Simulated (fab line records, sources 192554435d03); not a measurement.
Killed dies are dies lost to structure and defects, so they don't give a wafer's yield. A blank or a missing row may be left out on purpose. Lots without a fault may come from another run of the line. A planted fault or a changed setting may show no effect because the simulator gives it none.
fab line records | flow n5_finfet | part 1 of 2: steps 1 to 4 of 6
record lots=23 wafers=69 last_day=17
route steps=1938 shown BEOL_M6@1232 BEOL_M7@1284
lots that met no fault: from a run of the same line without faults
start_h: hours from the record's first day to the start of the lot's first wafer shown | wait_h: hours since the lot's step before | " the same as in the row above | L1.1+2: a row that stands for several wafers | - no value, or no start given | * or withheld: withheld | < > ~ a bound
route shown NAME@n: a module of which the file shows steps, and the number in the route of the first | usual: mean/standard deviation of fault-free wafers | same: alike in all rows | chamber/n: place in a boat | sites: the reading at each site | _std_site: their standard deviation | _edge_site: outer sites' mean less inner sites' | radius_mm: how far each site lies from the wafer's centre | mask NAME#n: copy n | behind: the tool/chamber that last shaped the wafer | hold: why the lot was held/for how many hours/how that ended | device: the transistor (n, p or np) that didn't switch | end of line: the same wafers' tests at the end of the route | a step without rows: its recipe alone | killed: dies lost to structure and defects at the first sort, not the wafer's yield | map: a wafer's dies, x killed, . not, _ none there
set.NAME: the setting as run; set.NAME@STEP: as run at that earlier step | model.NAME: the simulator's own value behind a step, which no gauge read
steps of the route over a sample of lots; a table a step, a row a wafer
services: from which hour (start_h, from the record's first day; less than 0 if before it) a tool's chamber was out of use, for how many hours, and why
## steps
# step N5_BEOL_M6_ETCH_65
# recipe chemistry=CF4 target=SiARC target_depth_a=156 mask_material=CAR-EUV time_s=26 ion_energy_ev=80 pressure_mtorr=40 source_w=545 bias_w=36 Ar_flow_sccm=100 cf4_flow_sccm=100 ends=cleared
# usual drypump_motor_current_A=6.0/0.48 etch_rf_on_time_s=26.3/0.35 oes_product_au=0.68/0.073 rf_vpp_V=184.1/1 showerhead_plenum_p_Torr=2.16/0.064 throttle_valve_pct=15.57/0.26
# columns lot.wafer tool chamber start_h wait_h drypump_motor_current_A etch_rf_on_time_s oes_product_au rf_hours_counter_h rf_vpp_V showerhead_plenum_p_Torr throttle_valve_pct
L075.2 rie_diel-04 1 195.35 0.0 5.7 25.7 0.67 138 183.4 2.14 15.86
L075.3 " 0 " " 6.6 26.7 0.59 237 183.8 2.03 15.52
L075.5 " 1 " " 5.7 26.0 0.66 - 184.4 2.14 15.86
L076.2 rie_diel-05 2 197.72 0.0 6.6 26.1 0.66 156 183.6 2.14 15.65
L076.4 " 3 " " 5.5 26.2 0.66 136 186.1 2.24 15.73
L076.6 " 0 " " 5.6 26.5 0.70 - 183.4 2.08 15.48
L077.2 rie_diel-05 0 199.90 0.0 5.6 26.8 0.69 94 183.6 2.08 15.48
L077.4 " 3 " " 5.5 26.6 0.65 137 185.1 2.24 15.73
L077.5 " 2 " " 6.6 26.5 0.65 - 183.6 2.14 15.67
L078.3 rie_diel-05 3 204.18 0.0 5.6 26.4 0.65 139 184.1 2.24 15.73
L078.4 " 0 " " 5.6 26.9 0.69 96 183.1 2.08 15.47
L078.5 " 2 " " 6.6 26.4 0.65 - 183.6 2.14 15.67
L079.1 rie_diel-05 3 210.64 0.0 5.5 26.4 0.65 142 186.0 2.24 15.77
L079.2 " 0 " " 5.6 27.0 0.68 99 182.0 2.08 15.49
L079.6 " 0 " " 5.6 26.9 0.68 - 182.3 2.08 15.48
L080.1 rie_diel-05 2 221.46 0.0 6.6 26.4 0.64 167 183.5 2.14 15.67
L080.2 " 3 " " 5.5 26.5 0.65 147 184.5 2.23 15.75
L080.5 " 2 " " 6.6 26.5 0.65 - 183.4 2.14 15.67
L082.1 rie_diel-04 3 221.65 0.0 5.7 26.1 0.61 211 184.4 2.21 15.46
L082.3 " 2 " " 5.7 25.8 0.78 11 184.3 2.19 15.11
L082.6 " 2 " " 5.8 26.0 0.78 - 185.5 2.19 15.09
L081.2 rie_diel-04 3 227.01 0.0 5.7 25.9 0.61 212 185.5 2.21 15.47
L081.3 " 2 " " 5.7 25.7 0.77 13 185.4 2.19 15.10
L081.4 " 1 " " 5.7 25.6 0.65 - 183.3 2.14 15.87
L083.2 rie_diel-01 0 229.75 0.0 5.5 26.2 0.73 68 183.6 2.17 15.88
L083.3 " 2 " " 6.6 26.9 0.59 214 186.1 2.13 15.70
L083.6 " 3 " " 5.1 26.3 0.60 - 183.1 2.03 15.69
L084.2 rie_diel-04 3 242.39 0.0 5.7 26.4 0.60 219 185.4 2.20 15.48
L084.3 " 2 " " 5.8 26.2 0.75 19 184.9 2.19 15.12
L084.6 " 2 " " 5.7 26.0 0.76 - 183.2 2.19 15.11
L085.1 rie_diel-01 1 244.83 0.0 6.5 26.3 0.72 81 183.8 2.17 15.90
L085.4 " 3 " " 5.1 26.1 0.60 - 183.0 2.03 15.73
L085.5 " 0 " " 5.5 26.0 0.73 - 185.0 2.17 15.87
L087.3 rie_diel-04 1 260.32 0.0 5.7 26.0 0.64 165 185.0 2.13 15.91
L087.4 " 1 " " 5.7 25.7 0.64 - 185.6 2.13 15.92
L087.6 " 0 " " 6.6 25.7 0.86 - 187.1 2.28 15.03
L086.4 rie_diel-05 0 262.67 0.0 5.6 26.7 0.67 116 183.4 2.07 15.53
L086.5 " 1 " " 6.3 26.3 0.77 - 185.5 2.19 15.32
L086.6 " 2 " " 6.6 26.6 0.63 - 184.8 2.13 15.71
L089.1 rie_diel-04 0 266.44 0.0 6.6 25.4 0.84 4 183.5 2.28 15.05
L089.2 " 2 " " 5.8 25.5 0.75 28 183.7 2.19 15.13
L089.4 " 3 " " 5.7 26.2 0.59 - 185.7 2.20 15.51
L088.1 rie_diel-05 0 272.62 0.0 5.5 26.8 0.67 119 183.5 2.07 15.53
L088.4 " 3 " " 5.6 26.2 0.63 163 183.9 2.23 15.81
L088.6 " 0 " " 5.6 27.0 0.67 - 183.7 2.07 15.52
L090.2 rie_diel-05 0 273.02 0.0 5.6 26.6 0.67 119 182.9 2.07 15.53
L090.3 " 3 " " 5.5 26.0 0.64 163 185.0 2.23 15.80
L090.5 " 0 " " 5.6 26.6 0.67 - 184.0 2.07 15.54
L091.1 rie_diel-01 2 286.29 0.0 6.6 26.4 0.58 232 184.3 2.12 15.75
L091.3 " 0 " " 5.5 26.1 0.71 - 183.5 2.17 15.91
L091.6 " 0 " " 5.5 26.0 0.71 - 183.7 2.17 15.92
L092.3 rie_diel-01 1 292.38 0.0 6.5 26.1 0.70 99 182.5 2.16 15.93
L092.5 " 0 " " 5.5 26.2 0.70 - 185.3 2.17 15.93
L092.6 " 2 " " 6.6 26.7 0.58 - 183.7 2.12 15.73
L094.1 rie_diel-05 3 296.29 0.0 5.5 26.1 0.64 171 185.7 2.23 15.81
L094.5 " 3 " " 5.5 26.2 0.64 - 185.3 2.23 15.80
L094.6 " 0 " " 5.5 26.8 0.66 - 184.6 2.07 15.55
L093.2 rie_diel-01 2 296.54 0.0 6.6 26.9 0.58 236 184.3 2.12 15.75
L093.4 " 3 " " 5.2 25.9 0.85 0 185.9 2.28 15.25
L093.6 " 2 " " 6.6 26.7 0.58 - 184.2 2.12 15.76
L095.2 rie_diel-04 1 304.66 0.0 5.7 26.1 0.63 180 184.1 2.13 15.94
L095.4 " 0 " " 6.6 25.8 0.79 20 185.2 2.27 15.08
L095.6 " 1 " " 5.7 25.8 0.63 - 184.5 2.13 15.93
L096.1 rie_diel-05 0 311.68 0.0 5.6 26.6 0.67 132 183.4 2.07 15.56
L096.2 " 1 " " 6.3 26.1 0.74 45 183.9 2.18 15.35
L096.6 " 0 " " 5.6 26.7 0.66 - 182.9 2.07 15.56
L097.2 rie_diel-05 3 326.23 0.0 5.5 26.3 0.62 181 184.8 2.22 15.83
L097.3 " 1 " " 6.2 26.3 0.74 50 184.6 2.18 15.36
L097.5 " 1 " " 6.3 26.3 0.74 - 185.5 2.18 15.36
# step N5_BEOL_M6_VIA_ETCH_34
# recipe chemistry=C4F6/O2 target=SiCOH_lowk target_depth_a=1263 mask_material=SOC taper_deg=4 time_s=50.9 ion_energy_ev=250 pressure_mtorr=30 source_w=345 bias_w=185 Ar_flow_sccm=300 C4F6_flow_sccm=10 O2_flow_sccm=10
# usual drypump_motor_current_A=6.0/0.48 oes_ar_750_au=0.80/0.081 oes_product_au=0.79/0.087 rf_vpp_V=667/4.9 showerhead_plenum_p_Torr=2.87/0.088 throttle_valve_pct=20.85/0.27
# same time_s=50.9
# columns lot.wafer tool chamber start_h wait_h drypump_motor_current_A oes_ar_750_au oes_product_au rf_hours_counter_h rf_vpp_V showerhead_plenum_p_Torr throttle_valve_pct
L075.2 rie_diel-04 1 195.48 0.0 5.7 0.78 0.77 138 666 2.84 21.14
L075.3 " 0 " " 6.6 0.69 0.69 237 664 2.69 20.66
L075.5 " 1 " " 5.7 0.77 0.77 - 667 2.84 21.14
L076.2 rie_diel-05 2 197.85 0.0 6.6 0.77 0.76 156 663 2.85 20.89
L076.4 " 3 " " 5.6 0.77 0.77 136 666 2.98 21.05
L076.6 " 0 " " 5.6 0.81 0.80 - 669 2.76 20.70
L077.2 rie_diel-05 0 200.03 0.0 5.6 0.81 0.81 94 669 2.76 20.72
L077.4 " 3 " " 5.6 0.78 0.78 137 666 2.98 21.06
L077.5 " 2 " " 6.6 0.77 0.77 - 663 2.85 20.91
L078.3 rie_diel-05 3 204.31 0.0 5.6 0.77 0.76 139 665 2.98 21.07
L078.4 " 0 " " 5.6 0.81 0.82 96 670 2.76 20.74
L078.5 " 2 " " 6.6 0.77 0.76 - 664 2.85 20.90
L079.1 rie_diel-05 3 210.77 0.0 5.6 0.77 0.77 142 665 2.98 21.06
L079.2 " 0 " " 5.6 0.81 0.81 99 671 2.76 20.73
L079.6 " 0 " " 5.6 0.80 0.81 - 670 2.76 20.74
L080.1 rie_diel-05 2 221.59 0.0 6.6 0.76 0.75 167 663 2.84 20.92
L080.2 " 3 " " 5.6 0.76 0.75 147 664 2.98 21.06
L080.5 " 2 " " 6.6 0.76 0.75 - 664 2.84 20.92
L082.1 rie_diel-04 3 221.77 0.0 5.7 0.72 0.72 211 668 2.95 20.73
L082.3 " 2 " " 5.7 0.90 0.90 11 656 2.91 20.37
L082.6 " 2 " " 5.7 0.91 0.91 - 657 2.91 20.38
L081.2 rie_diel-04 3 227.14 0.0 5.7 0.72 0.70 213 666 2.95 20.75
L081.3 " 2 " " 5.8 0.90 0.91 13 657 2.91 20.39
L081.4 " 1 " " 5.7 0.77 0.76 - 667 2.84 21.17
L083.2 rie_diel-01 0 229.88 0.0 5.5 0.86 0.85 68 664 2.89 21.25
L083.3 " 2 " " 6.6 0.69 0.69 215 669 2.82 20.92
L083.6 " 3 " " 5.1 0.72 0.71 - 657 2.71 20.97
L084.2 rie_diel-04 3 242.52 0.0 5.7 0.71 0.70 219 666 2.94 20.74
L084.3 " 2 " " 5.7 0.87 0.88 19 656 2.91 20.39
L084.6 " 2 " " 5.8 0.88 0.88 - 657 2.91 20.39
L085.1 rie_diel-01 1 244.95 0.0 6.6 0.84 0.84 81 670 2.89 21.32
L085.4 " 3 " " 5.1 0.71 0.70 - 658 2.71 20.96
L085.5 " 0 " " 5.4 0.86 0.84 - 665 2.89 21.25
L087.3 rie_diel-04 1 260.45 0.0 5.7 0.75 0.75 165 665 2.83 21.17
L087.4 " 1 " " 5.7 0.75 0.75 - 666 2.83 21.18
L087.6 " 0 " " 6.6 0.98 1.00 - 676 3.02 20.29
L086.4 rie_diel-05 0 262.80 0.0 5.6 0.78 0.80 116 669 2.75 20.75
L086.5 " 1 " " 6.2 0.90 0.90 - 676 2.91 20.63
L086.6 " 2 " " 6.6 0.76 0.75 - 664 2.83 20.95
L089.1 rie_diel-04 0 266.57 0.0 6.6 0.96 1.00 4 673 3.02 20.29
L089.2 " 2 " " 5.8 0.87 0.87 28 657 2.90 20.41
L089.4 " 3 " " 5.7 0.70 0.70 - 666 2.94 20.77
L088.1 rie_diel-05 0 272.75 0.0 5.6 0.79 0.79 119 669 2.75 20.76
L088.4 " 3 " " 5.6 0.75 0.74 163 665 2.97 21.08
L088.6 " 0 " " 5.6 0.79 0.78 - 670 2.75 20.77
L090.2 rie_diel-05 0 273.15 0.0 5.6 0.79 0.79 119 670 2.75 20.76
L090.3 " 3 " " 5.5 0.75 0.75 163 664 2.97 21.10
L090.5 " 0 " " 5.6 0.78 0.78 - 670 2.75 20.76
L091.1 rie_diel-01 2 286.48 0.0 6.6 0.69 0.68 232 668 2.82 20.95
L091.3 " 0 " " 5.5 0.84 0.83 - 665 2.88 21.26
L091.6 " 0 " " 5.5 0.84 0.84 - 665 2.88 21.27
L092.3 rie_diel-01 1 292.51 0.0 6.6 0.82 0.83 99 670 2.88 21.33
L092.5 " 0 " " 5.5 0.83 0.84 - 667 2.88 21.28
L092.6 " 2 " " 6.6 0.68 0.68 - 667 2.81 20.95
L094.1 rie_diel-05 3 296.42 0.0 5.5 0.74 0.73 171 664 2.97 21.11
L094.5 " 3 " " 5.5 0.75 0.74 - 665 2.97 21.12
L094.6 " 0 " " 5.6 0.78 0.78 - 670 2.74 20.77
L093.2 rie_diel-01 2 296.67 0.0 6.6 0.68 0.67 237 668 2.81 20.94
L093.4 " 3 " " 5.1 1.00 0.99 1 668 3.04 20.59
L093.6 " 2 " " 6.6 0.69 0.67 - 669 2.81 20.93
L095.2 rie_diel-04 1 304.78 0.0 5.7 0.74 0.74 180 666 2.83 21.22
L095.4 " 0 " " 6.6 0.92 0.94 20 673 3.01 20.32
L095.6 " 1 " " 5.7 0.75 0.74 - 666 2.83 21.21
L096.1 rie_diel-05 0 311.81 0.0 5.6 0.77 0.77 132 669 2.74 20.78
L096.2 " 1 " " 6.3 0.87 0.87 46 675 2.90 20.66
L096.6 " 0 " " 5.6 0.78 0.77 - 669 2.74 20.76
L097.2 rie_diel-05 3 326.36 0.0 5.6 0.74 0.73 181 665 2.96 21.12
L097.3 " 1 " " 6.2 0.86 0.86 51 674 2.90 20.67
L097.5 " 1 " " 6.2 0.86 0.87 - 675 2.90 20.66
# step N5_BEOL_M6_SPUTTER_48
# recipe material=Cu target_thk_a=100 temp_c=-20 bias_v=60 power_w=26000 chamber_pressure_pa=0.13 time_s=1.667
# usual throttle_valve_pct=29.6/1.4
# same time_s=1.667
# columns lot.wafer tool chamber start_h wait_h throttle_valve_pct
L075.2 pvd_sputter-03 - 197.19 0.1 31.0
L075.3 " - " " 31.2
L075.5 " - " " 30.5
L076.2 pvd_sputter-01 - 200.30 0.2 26.6
L076.4 " - " " 30.0
L076.6 " - " " 27.8
L077.2 pvd_sputter-03 - 203.36 1.5 31.1
L077.4 " - " " 29.1
L077.5 " - " " 30.8
L078.3 pvd_sputter-02 - 205.81 0.1 29.3
L078.4 " - " " 30.9
L078.5 " - " " 29.4
L079.1 pvd_sputter-02 - 213.16 0.5 30.9
L079.2 " - " " 29.8
L079.6 " - " " 30.7
L080.1 pvd_sputter-01 - 223.21 0.1 29.7
L080.2 " - " " 30.5
L080.5 " - " " 27.6
L082.1 pvd_sputter-01 - 223.37 0.1 30.5
L082.3 " - " " 26.5
L082.6 " - " " 30.6
L081.2 pvd_sputter-02 - 229.24 0.1 30.8
L081.3 " - " " 29.2
L081.4 " - " " 29.3
L083.2 pvd_sputter-03 - 231.33 0.1 31.5
L083.3 " - " " 29.2
L083.6 " - " " 29.5
L084.2 pvd_sputter-02 - 245.42 0.1 30.8
L084.3 " - " " 29.6
L084.6 " - " " 29.5
L085.1 pvd_sputter-01 - 246.86 0.4 27.8
L085.4 " - " " 29.6
L085.5 " - " " 26.5
L087.3 pvd_sputter-01 - 262.35 0.1 26.6
L087.4 " - " " 27.4
L087.6 " - " " 27.6
L086.4 pvd_sputter-01 - 267.25 1.4 27.4
L086.5 " - " " 29.8
L086.6 " - " " 27.6
L089.1 pvd_sputter-01 - 268.53 0.1 29.8
L089.2 " - " " 30.1
L089.4 " - " " 26.7
L088.1 pvd_sputter-01 - 275.04 0.1 30.4
L088.4 " - " " 29.9
L088.6 " - " " 29.8
L090.2 pvd_sputter-03 - 275.30 0.1 31.1
L090.3 " - " " 31.0
L090.5 " - " " 31.2
L091.1 pvd_sputter-01 - 288.63 0.1 26.7
L091.3 " - " " 30.2
L091.6 " - " " 29.8
L092.3 pvd_sputter-03 - 294.16 0.1 30.8
L092.5 " - " " 29.1
L092.6 " - " " 30.4
L094.1 pvd_sputter-03 - 298.13 0.2 30.6
L094.5 " - " " 31.0
L094.6 " - " " 30.6
L093.2 pvd_sputter-03 - 300.13 0.6 29.2
L093.4 " - " " 30.6
L093.6 " - " " 30.6
L095.2 pvd_sputter-03 - 306.33 0.1 29.1
L095.4 " - " " 31.0
L095.6 " - " " 31.0
L096.1 pvd_sputter-01 - 313.38 0.1 29.7
L096.2 " - " " 27.6
L096.6 " - " " 29.8
L097.2 pvd_sputter-02 - 328.96 0.1 30.6
L097.3 " - " " 29.3
L097.5 " - " " 30.9
# step N5_BEOL_M7_HM_OPEN_17
# recipe chemistry=Cl2/BCl3 target_depth_a=200 overetch_a=60 target=TiN mask_material=SOC ion_energy_ev=150 pressure_mtorr=10 icp_w=1000 bias_w=126 Cl2_flow_sccm=53.25 bcl3_flow_sccm=21.75 Ar_flow_sccm=25
# usual drypump_motor_current_A=5.3/0.33 oes_ar_750_au=0.77/0.08 oes_product_au=0.66/0.069 throttle_valve_pct=22.3/0.36
# columns lot.wafer tool chamber start_h wait_h drypump_motor_current_A oes_ar_750_au oes_product_au rf_hours_counter_h throttle_valve_pct
L075.2 rie_metal-03 1 201.32 0.0 5.6 0.88 0.75 14 22.3
L075.3 " 0 " " 4.9 0.66 0.56 - 22.8
L075.5 " 1 " " 5.6 0.87 0.76 - 22.3
L076.2 rie_metal-03 0 205.04 0.0 4.9 0.66 0.56 94 22.8
L076.4 " 1 " " 5.6 0.87 0.75 - 22.4
L076.6 " 1 " " 5.6 0.88 0.76 - 22.3
L077.2 rie_metal-02 1 206.11 0.0 5.2 0.85 0.71 23 22.0
L077.4 " 0 " " 5.5 0.75 0.65 - 21.6
L077.5 " 0 " " 5.5 0.74 0.64 - 21.6
L078.3 rie_metal-03 1 209.27 0.1 5.6 0.88 0.75 - 22.3
L078.4 " 0 " " 4.9 0.66 0.56 - 22.8
L078.5 " 0 " " 5.0 0.66 0.56 - 22.7
L079.1 rie_metal-02 0 217.65 0.0 5.5 0.75 0.64 45 21.6
L079.2 " 1 " " 5.3 0.84 0.71 25 22.0
L079.6 " 1 " " 5.3 0.83 0.71 - 22.0
L080.1 rie_metal-02 0 226.91 0.0 5.5 0.74 0.63 46 21.6
L080.2 " 1 " " 5.3 0.83 0.71 25 22.0
L080.5 " 0 " " 5.5 0.74 0.64 - 21.6
L082.1 rie_metal-03 1 227.05 0.0 5.6 0.87 0.75 16 22.4
L082.3 " 0 " " 4.9 0.66 0.57 - 22.7
L082.6 " 1 " " 5.6 0.86 0.74 - 22.3
L081.2 rie_metal-02 1 231.84 0.0 5.3 0.83 0.71 26 22.0
L081.3 " 0 " " 5.5 0.74 0.64 - 21.6
L081.4 " 1 " " 5.3 0.83 0.70 - 22.0
L083.2 rie_metal-01 0 234.38 0.0 5.3 0.73 0.62 68 22.0
L083.3 " 1 " " 6.1 0.77 0.68 - 22.5
L083.6 " 0 " " 5.3 0.73 0.62 - 22.0
L084.2 rie_metal-03 0 248.62 0.0 4.9 0.66 0.56 97 22.7
L084.3 " 1 " " 5.6 0.87 0.74 - 22.4
L084.6 " 0 " " 4.9 0.65 0.56 - 22.7
L085.1 rie_metal-03 1 249.69 0.0 5.6 0.86 0.74 18 22.3
L085.4 " 0 " " 4.9 0.66 0.56 - 22.7
L085.5 " 1 " " 5.6 0.86 0.75 - 22.3
L087.3 rie_metal-02 1 268.50 0.1 5.2 0.82 0.69 - 22.1
L087.4 " 1 " " 5.2 0.82 0.70 - 22.0
L087.6 " 1 " " 5.3 0.82 0.70 - 22.0
L089.1 rie_metal-03 0 273.09 0.0 4.9 0.65 0.56 99 22.8
L089.2 " 1 " " 5.6 0.85 0.74 19 22.4
L089.4 " 1 " " 5.6 0.85 0.73 - 22.4
L086.4 rie_metal-02 1 273.15 0.1 5.3 0.82 0.69 - 22.0
L086.5 " 1 " " 5.3 0.82 0.69 - 22.1
L086.6 " 1 " " 5.3 0.81 0.69 - 22.0
L088.1 rie_metal-03 1 278.56 0.0 5.6 0.85 0.74 20 22.4
L088.4 " 1 " " 5.6 0.85 0.74 - 22.4
L088.6 " 1 " " 5.6 0.85 0.74 - 22.4
L090.2 rie_metal-01 1 278.60 0.0 6.1 0.76 0.66 38 22.6
L090.3 " 0 " " 5.2 0.73 0.60 - 22.0
L090.5 " 0 " " 5.2 0.72 0.61 - 22.0
L091.1 rie_metal-01 0 292.10 0.0 5.3 0.72 0.61 74 22.0
L091.3 " 0 " " 5.3 0.73 0.60 - 22.0
L091.6 " 1 " " 6.1 0.76 0.66 - 22.5
L092.3 rie_metal-03 1 297.66 0.1 5.6 0.85 0.73 - 22.4
L092.5 " 1 " " 5.5 0.85 0.72 - 22.4
L092.6 " 0 " " 4.9 0.64 0.56 - 22.8
L094.1 rie_metal-03 1 301.98 0.0 5.6 0.84 0.72 22 22.4
L094.5 " 0 " " 4.9 0.65 0.55 - 22.8
L094.6 " 1 " " 5.6 0.85 0.72 - 22.4
L093.2 rie_metal-03 0 305.39 0.0 4.9 0.65 0.55 103 22.8
L093.4 " 0 " " 4.9 0.65 0.55 - 22.8
L093.6 " 1 " " 5.6 0.84 0.71 - 22.4
L095.2 rie_metal-02 1 309.93 0.1 5.3 0.80 0.68 - 22.1
L095.4 " 1 " " 5.3 0.80 0.67 - 22.1
L095.6 " 1 " " 5.3 0.81 0.69 - 22.0
L096.1 rie_metal-03 0 316.17 0.0 4.9 0.65 0.55 104 22.8
L096.2 " 1 " " 5.6 0.84 0.71 24 22.4
L096.6 " 0 " " 4.9 0.65 0.55 - 22.8
L097.2 rie_metal-01 0 333.91 0.0 5.3 0.72 0.60 78 22.0
L097.3 " 0 " " 5.3 0.72 0.61 - 22.0
L097.5 " 0 " " 5.3 0.71 0.61 - 22.0
